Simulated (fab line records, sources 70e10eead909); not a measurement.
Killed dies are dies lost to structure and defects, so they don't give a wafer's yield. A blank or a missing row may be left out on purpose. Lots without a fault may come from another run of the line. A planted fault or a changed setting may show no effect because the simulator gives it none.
fab line records | flow nand_harc
record lots=5 wafers=15 last_day=32
route steps=1302 shown A_STAIRCASE@837 END@1302
lots that met no fault: from a run of the same line without faults
start_h: hours from the record's first day to the start of the lot's first wafer shown | wait_h: hours since the lot's step before | " the same as in the row above | L1.1+2: a row that stands for several wafers | - no value, or no start given | * or withheld: withheld | < > ~ a bound
route shown NAME@n: a module of which the file shows steps, and the number in the route of the first | usual: mean/standard deviation of fault-free wafers | same: alike in all rows | chamber/n: place in a boat | sites: the reading at each site | _std_site: their standard deviation | _edge_site: outer sites' mean less inner sites' | radius_mm: how far each site lies from the wafer's centre | mask NAME#n: copy n | behind: the tool/chamber that last shaped the wafer | hold: why the lot was held/for how many hours/how that ended | device: the transistor (n, p or np) that didn't switch | end of line: the same wafers' tests at the end of the route | a step without rows: its recipe alone | killed: dies lost to structure and defects at the first sort, not the wafer's yield | map: a wafer's dies, x killed, . not, _ none there
set.NAME: the setting as run; set.NAME@STEP: as run at that earlier step | model.NAME: the simulator's own value behind a step, which no gauge read
lots at some steps of the route; a table a step, a row a wafer
services: from which hour (start_h, from the record's first day; less than 0 if before it) a tool's chamber was out of use, for how many hours, and why
## steps
# step NHARC_A_STAIRCASE_STRIP_317
# recipe time_s=900 temp_c=130 chemistry=SPM
# step NHARC_A_STAIRCASE_PRECLEAN_318
# recipe time_s=* temp_c=50 bath_age_min=0 chemistry=SC1
# step NHARC_A_STAIRCASE_SRD_329
# step NHARC_A_STAIRCASE_ALD_415
# recipe target_thk_a=300 pulse_time_s=6 ald_cycles=300 temp_c=300 material=SiO2
# step NHARC_A_STAIRCASE_ETCHBACK_416
# recipe target_depth_a=360 time_s=7.2 c4f8_flow_sccm=withheld o2_flow_sccm=8 ar_flow_sccm=withheld rf_w=600 bias_w=800 chemistry=C4F8/O2/Ar
# step NHARC_A_STAIRCASE_STRIP_476
# recipe time_s=20 o2_flow_sccm=500 ar_flow_sccm=0 bias_w=0 chemistry=O2
# step NHARC_A_STAIRCASE_DEP_417
# recipe target_thk_a=600 step_coverage_pct=20 temp_c=400 target_thk_nm=60 flow_sccm=200 rf_w=450 material=Si3N4
# step NHARC_A_STAIRCASE_WET_418
# recipe temp_c=160 target_depth_a=200 chemistry=H3PO4
# step NHARC_A_STAIRCASE_PRECLEAN_419
# recipe time_s=* temp_c=50 bath_age_min=0 chemistry=SC1
# step NHARC_A_STAIRCASE_SRD_421
# step NHARC_A_STAIRCASE_ALD_420
# recipe target_thk_a=200 pulse_time_s=6 ald_cycles=200 temp_c=300 material=SiO2
# usual heater_power_w=484/50 precursor_pulse_height_rel=1.001/0.018 susceptor_temp_C=299.98/0.19
# same pulse_time_s=6
# columns lot.wafer tool chamber start_h wait_h heater_power_w precursor_pulse_height_rel susceptor_temp_C
L788.3 ald_hk-02 1 395.31 - 409 0.998 -
L788.4 " 2 " " 446 1.008 -
L788.5 " 0 " " 432 1.034 -
L795.2 ald_hk-01 1 452.44 - 434 0.997 299.93
L795.1 " 2 " " 547 0.995 300.02
L795.3 " 0 " " 446 0.972 300.27
L798.1 ald_hk-01 1 494.15 - 458 0.991 300.19
L798.4 " 2 " " 571 1.014 300.32
L798.3 " 3 " " 467 1.002 300.12
L807.4 ald_hk-04 1 580.25 - 475 1.018 299.94
L807.1 " 2 " " 533 0.964 300.07
L807.3 " 3 " " 486 1.005 299.98
L808.4 ald_hk-02 2 587.36 - 467 0.952 300.15
L808.1 " 3 " " 583 0.988 300.17
L808.6 " 3 588.96 - 587 0.988 299.98
# step NHARC_A_STAIRCASE_CVD_552
# recipe target_thk_a=400 temp_c=700 pressure_mtorr=300 material=SiNx
# usual pressure_mtorr=300.1/0.6 spike_tc_lower_C=700.4/1.3 susceptor_temp_C=699.98/0.29 zone_power_top_pct=23.4/1.3
# columns lot.wafer tool chamber start_h wait_h pressure_mtorr spike_tc_lower_C susceptor_temp_C zone_power_top_pct
L788.3 lpcvd-01 1 405.48 - 300.0 701.4 700.23 23.8
L788.4 " 1 " " 300.9 702.5 700.01 23.7
L788.5 " 1 " " 300.2 701.5 699.89 23.9
L795.1 lpcvd-01 0 456.99 - 300.3 700.2 700.50 22.4
L795.2 " 0 " " 300.8 697.6 700.24 22.6
L795.3 " 0 " " 300.6 697.9 700.48 22.2
L798.1 lpcvd-01 1 498.55 - 300.1 702.7 699.81 23.6
L798.3 " 1 " " 299.6 703.1 700.48 24.0
L798.4 " 1 " " 299.4 701.0 700.64 24.0
L807.1 lpcvd-02 0 584.79 - 299.8 699.8 699.71 22.4
L807.3 " 0 " " 299.7 700.2 699.29 21.9
L807.4 " 0 " " 299.2 700.5 699.61 21.5
L808.1 lpcvd-02 0 592.89 4.9 299.2 700.0 699.70 22.3
L808.4 " 0 " " 299.1 699.8 699.64 21.7
L808.6 " 0 " " 299.6 701.7 699.82 22.0
# step NHARC_A_STAIRCASE_DEP_151
# recipe target_thk_a=72000 temp_c=400 target_thk_nm=7200 teos_flow_sccm=200 rf_w=500 material=SiO2
# usual heater_power_w=615/92 susceptor_temp_C=400.00/0.22
# columns lot.wafer tool chamber start_h wait_h heater_power_w susceptor_temp_C
L788.3 pecvd-03 1 409.22 0.6 601 399.92
L788.4 " 0 " " 604 399.90
L788.5 " 1 " " 518 400.08
L795.2 pecvd-01 0 460.60 0.4 621 400.05
L795.1 " 1 " " 708 399.86
L795.3 " 1 " " 586 399.48
L798.3 pecvd-04 0 502.13 0.4 804 399.73
L798.1 " 2 " " 653 399.36
L798.4 " 2 " " 532 399.95
L807.3 pecvd-03 0 588.33 0.4 637 400.03
L807.1 " 2 " " 544 400.24
L807.4 " 2 " " 429 399.96
L808.1 pecvd-04 1 596.48 0.4 739 399.90
L808.4 " 1 " " 612 399.92
L808.6 " 0 " " 651 399.99
# step NHARC_A_STAIRCASE_ANNEAL_320
# recipe temp_c=750 time_s=1800
# step NHARC_A_STAIRCASE_DEP_322
# recipe target_thk_a=72000 temp_c=400 target_thk_nm=7200 teos_flow_sccm=200 rf_w=500 material=SiO2
# step NHARC_A_STAIRCASE_ANNEAL_323
# recipe temp_c=750 time_s=1800
# step NHARC_A_STAIRCASE_DEP_325
# recipe target_thk_a=72000 temp_c=400 target_thk_nm=7200 teos_flow_sccm=200 rf_w=500 material=SiO2
# usual heater_power_w=616/92 susceptor_temp_C=400.03/0.24
# columns lot.wafer tool chamber start_h wait_h heater_power_w susceptor_temp_C
L788.3 pecvd-01 2 425.67 0.1 705 399.67
L788.5 " 2 " " 650 399.78
L788.4 " 1 " " 585 400.00
L795.2 pecvd-03 2 477.42 0.1 516 400.25
L795.1 " 0 " " 728 400.03
L795.3 " 1 " " 613 400.28
L798.3 pecvd-04 0 522.46 0.1 813 400.06
L798.1 " 1 " " 756 400.14
L798.4 " 0 " " 653 399.48
L807.1 pecvd-03 0 608.67 0.1 674 399.86
L807.3 " 1 " " 562 400.18
L807.4 " 1 " " 521 399.91
L808.1 pecvd-04 1 613.02 0.1 706 399.95
L808.6 " 2 " " 543 399.73
L808.4 " 0 " " 658 399.57
# step NHARC_A_STAIRCASE_ANNEAL_326
# recipe temp_c=750 time_s=1800
# step NHARC_A_STAIRCASE_DEHYDRATE_433
# recipe temp_c=150 time_s=120
# step NHARC_A_STAIRCASE_HMDS_434
# recipe time_s=30
# step NHARC_A_STAIRCASE_COAT_435
# recipe spin_rpm=1200
# step NHARC_A_STAIRCASE_SOFTBAKE_436
# recipe temp_c=135 time_s=170
# step NHARC_A_STAIRCASE_EBR_437
# step NHARC_A_STAIRCASE_EXPOSE_438
# recipe na=0.5 dose_mj=28.97 mask_id=STAIR_REV
# step NHARC_A_STAIRCASE_PEB_439
# recipe peb_temp_c=115 peb_time_s=130
# step NHARC_A_STAIRCASE_DEVELOP_440
# recipe time_s=140
# step NHARC_A_STAIRCASE_HARDBAKE_442
# recipe temp_c=120 time_s=140
# step NHARC_A_STAIRCASE_DESCUM_443
# recipe time_s=3 o2_flow_sccm=200 ar_flow_sccm=0 bias_power_w=0 chemistry=O2
# usual drypump_motor_current_A=6.0/0.33 oes_product_au=0.998/0.013 rf_vpp_V=57.7/0.87 showerhead_plenum_p_Torr=1.92/0.096 throttle_valve_pct=11.312/0.0095
# same bias_power_w=0
# columns lot.wafer tool chamber start_h wait_h drypump_motor_current_A oes_product_au rf_hours_counter_h rf_vpp_V showerhead_plenum_p_Torr throttle_valve_pct
L788.4 rie_diel-13 1 433.47 - 6.5 0.984 21 59.0 2.07 11.298
L788.3 " 3 " " 5.6 1.004 26 57.4 1.78 11.312
L788.5 " 2 " " 6.5 1.007 - 57.2 1.90 11.311
L795.3 rie_diel-13 0 488.82 - 6.3 0.990 48 58.4 1.95 11.318
L795.2 " 1 " " 6.4 0.984 35 57.7 2.06 11.326
L795.1 " 3 " " 5.6 1.001 53 56.3 1.77 11.298
L798.3 rie_diel-12 2 531.00 - 5.4 0.993 18 59.1 1.85 11.316
L798.4 " 3 " " 5.7 0.994 20 58.1 1.93 11.326
L798.1 " 0 " " 6.0 1.003 23 56.0 1.95 11.317
L807.3 rie_diel-12 2 618.89 - 5.4 0.984 45 58.6 1.84 11.319
L807.4 " 3 " " 5.7 0.999 49 56.0 1.92 11.309
L807.1 " 1 " " 5.7 0.993 47 58.5 1.80 11.300
L808.4 rie_diel-03 0 619.21 - 6.1 1.025 49 56.9 1.84 11.303
L808.1 " 1 " " 6.2 0.995 46 58.0 2.06 11.319
L808.6 " 0 " " 6.1 1.028 - 57.4 1.84 11.316
# step NHARC_A_STAIRCASE_ETCH_444
# recipe target_depth_a=2.04e+05 time_s=6800 c4f8_flow_sccm=20 o2_flow_sccm=10 ar_flow_sccm=withheld rf_w=600 bias_w=1000 chemistry=C4F8/O2
# step NHARC_A_STAIRCASE_STRIP_446
# recipe power_w=1500 temp_c=250 chemistry=O2
# usual drypump_motor_current_A=5.7/0.49 heater_power_w=348/52
# columns lot.wafer tool chamber start_h wait_h drypump_motor_current_A heater_power_w rf_hours_counter_h
L788.4 plasma_asher-01 0 438.06 0.1 6.3 271 -
L788.3 " 1 " " 5.4 408 -
L788.5 " 1 " " 5.4 407 -
L795.2 plasma_asher-01 0 493.31 0.0 6.2 272 30
L795.1 " 1 " " 5.4 404 30
L795.3 " 0 " " 6.3 274 -
L798.1 plasma_asher-01 0 535.49 0.0 6.3 271 2
L798.3 " 0 " " 6.3 278 -
L798.4 " 1 " " 5.4 415 -
L807.1 plasma_asher-01 0 623.41 0.1 6.3 276 19
L807.3 " 1 " " 5.4 415 -
L807.4 " 0 " " 6.3 277 -
L808.1 plasma_asher-02 1 623.71 0.1 5.0 353 3
L808.4 " 0 " " 6.1 354 -
L808.6 " 0 " " 6.0 342 -
# step NHARC_A_STAIRCASE_STRIP_447
# recipe time_s=900 temp_c=130 chemistry=SPM
# step NHARC_A_STAIRCASE_PRECLEAN_448
# recipe time_s=* temp_c=50 bath_age_min=0 chemistry=SC1
# step NHARC_A_STAIRCASE_SRD_449
# step NHARC_A_STAIRCASE_CMP_450
# recipe target_thk_nm=200 material=SiO2
# step NHARC_A_STAIRCASE_CMP_152
# step NHARC_END_SORT_01
# recipe temp_c=25
# usual killed_at_array=63/27 killed_at_other=0.7/1.2 killed_at_periphery=3.1/2 killed_dies=67/28 killed_open=3.0/1.9 killed_short=2.2/1.5
# same gross_dies=677
# columns lot.wafer tool chamber start_h wait_h killed_at_array killed_at_other killed_at_periphery killed_dies killed_open killed_short
L795.1 prober-01 0 623.19 2.5 671 0 6 677 6 4
L795.2 prober-01 0 623.97 2.8 673 0 4 677 8 5
L795.3 prober-01 0 624.76 3.1 673 3 1 677 3 0
# killed by level:class
L795.1 A_STAIRCASE:area_cvd=571 A_SLIT:chamber_film_flake=35 A_CHANNEL_HOLE_D2:chamber_film_flake=25 A_CHANNEL_HOLE_D1:chamber_film_flake=15 A_CONTACT:chamber_film_flake=7 A_STAIRCASE:chamber_film_flake=5 A_ONON_D2:geometric_particle:short=3 P_BONDPAD:chamber_film_flake=3
L795.2 A_STAIRCASE:area_cvd=567 A_SLIT:chamber_film_flake=40 A_CHANNEL_HOLE_D1:chamber_film_flake=25 A_CHANNEL_HOLE_D2:chamber_film_flake=20 A_CHANNEL_FILL_D1:chamber_film_flake=3 A_CONTACT:chamber_film_flake=3 A_CHANNEL_FILL_D1:geometric_particle:open=2 A_WL_FILL:geometric_particle:open=2
L795.3 A_STAIRCASE:area_cvd=567 A_SLIT:chamber_film_flake=43 A_CHANNEL_HOLE_D1:chamber_film_flake=26 A_CHANNEL_HOLE_D2:chamber_film_flake=20 A_CONTACT:chamber_film_flake=7 A_WL_FILL:chamber_film_flake=3 THIN_TSV:chamber_film_flake=3 A_STAIRCASE:chamber_film_flake=2
# map L795.1 (x killed, . not)
____________x____________
_________xxxxxxx_________
_______xxxxxxxxxxx_______
______xxxxxxxxxxxxx______
_____xxxxxxxxxxxxxxx_____
____xxxxxxxxxxxxxxxxx____
____xxxxxxxxxxxxxxxxx____
___xxxxxxxxxxxxxxxxxxx___
___xxxxxxxxxxxxxxxxxxx___
__xxxxxxxxxxxxxxxxxxxxx__
__xxxxxxxxxxxxxxxxxxxxx__
_xxxxxxxxxxxxxxxxxxxxxxx_
_xxxxxxxxxxxxxxxxxxxxxxx_
_xxxxxxxxxxxxxxxxxxxxxxx_
_xxxxxxxxxxxxxxxxxxxxxxx_
_xxxxxxxxxxxxxxxxxxxxxxx_
xxxxxxxxxxxxxxxxxxxxxxxxx
xxxxxxxxxxxxxxxxxxxxxxxxx
xxxxxxxxxxxxxxxxxxxxxxxxx
xxxxxxxxxxxxxxxxxxxxxxxxx
xxxxxxxxxxxxxxxxxxxxxxxxx
_xxxxxxxxxxxxxxxxxxxxxxx_
_xxxxxxxxxxxxxxxxxxxxxxx_
_xxxxxxxxxxxxxxxxxxxxxxx_
_xxxxxxxxxxxxxxxxxxxxxxx_
_xxxxxxxxxxxxxxxxxxxxxxx_
__xxxxxxxxxxxxxxxxxxxxx__
__xxxxxxxxxxxxxxxxxxxxx__
___xxxxxxxxxxxxxxxxxxx___
___xxxxxxxxxxxxxxxxxxx___
____xxxxxxxxxxxxxxxxx____
____xxxxxxxxxxxxxxxxx____
_____xxxxxxxxxxxxxxx_____
______xxxxxxxxxxxxx______
_______xxxxxxxxxxx_______
_________xxxxxxx_________
____________x____________
# map L788.4 (x killed, . not)
____________x____________
_________.xxxx.._________
_______...xxxx...._______
______....x.xx.....______
_____.....xxxx......_____
____.....xxxx..x.....____
____.......xxx...x...____
___.........xx........___
___...................___
__............x........__
__............x........__
_.......x..x..x........._
_x........xx............_
_.....x....xxx.........x_
_.......xx.xxx.x........_
_..............x........_
.........x.xx...x........
..........xxxx...........
...........x.............
...........x.x...........
.........................
_...x..................._
_......................._
_...........x.x........._
_.x..x.....x.xxx........_
_....x.....xxxxxx......._
__x.x.x...x.xx.x.......__
__.........xx.x.x......__
___.........xx........___
___........x.x........___
____....x....x.xx....____
____.....x....xx.....____
_____........x......_____
______........x....______
_______.....x....x_______
_________......._________
____________.____________
## services
# columns tool chamber start_h hours kind
lpcvd-02 - 378.22 1.9 repair
pecvd-04 - 379.39 1.1 repair
lpcvd-02 - 386.00 26.0 pm
pecvd-04 1 389.91 7.0 repair
rie_diel-12 3 391.16 15.7 repair
rie_diel-12 1 393.31 17.1 repair
pecvd-04 2 430.51 9.2 repair
rie_diel-13 1 436.55 14.8 repair
pecvd-03 1 442.98 3.5 repair
rie_diel-12 - 446.76 9.0 pm
pecvd-04 - 450.33 13.0 pm
plasma_asher-01 - 469.08 8.6 repair
ald_hk-01 - 476.97 10.0 pm
plasma_asher-01 - 485.14 2.0 repair
pecvd-01 - 492.38 13.0 pm
rie_diel-13 1 511.94 4.5 repair
plasma_asher-01 - 519.39 9.0 pm
rie_diel-13 - 519.68 9.0 pm
lpcvd-01 - 527.65 1.0 repair
rie_diel-12 0 537.58 4.4 repair
pecvd-03 - 547.50 13.0 pm
plasma_asher-01 - 564.48 0.5 repair
plasma_asher-01 - 578.80 3.8 repair
pecvd-03 2 596.29 3.0 repair
## key
first_sign step=NHARC_END_SORT_01 reading=killed_at_array direction=up sigmas=22 usual=63 struck=672
effect step=NHARC_END_SORT_01 reading=killed_dies direction=up sigmas=22 usual=67 struck=677
more_kills_born_at NHARC_A_STAIRCASE_CVD_552@lpcvd-01=1705
met_at NHARC_A_STAIRCASE_CVD_552
struck_wafers L795.1,L795.2,L795.3
later_rows_left_out L795.1,L795.2,L795.3
tester_left_out L795
also_fits NHARC_A_STAIRCASE_DEP_151:pecvd-01,NHARC_A_STAIRCASE_DESCUM_443:rie_diel-13
fault kind=process_parameter_drift tool=lpcvd-01 chamber=0 onset_h=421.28 steps=NHARC_A_STAIRCASE_CVD_552 channel=target_thk_a offset=* shape=step acts_in=* stated=*
# tester_left_out: of these lots the tester's yield and bins aren't shown, on N5 and GAA mostly nor the transistor test; their killed dies are dies lost to structure and defects alone, not to doping, threshold or leakage, so they don't give the yield
# later_rows_left_out: the simulator's readings of these wafers behind a module that went badly wrong aren't trusted and aren't shown, but for the sort
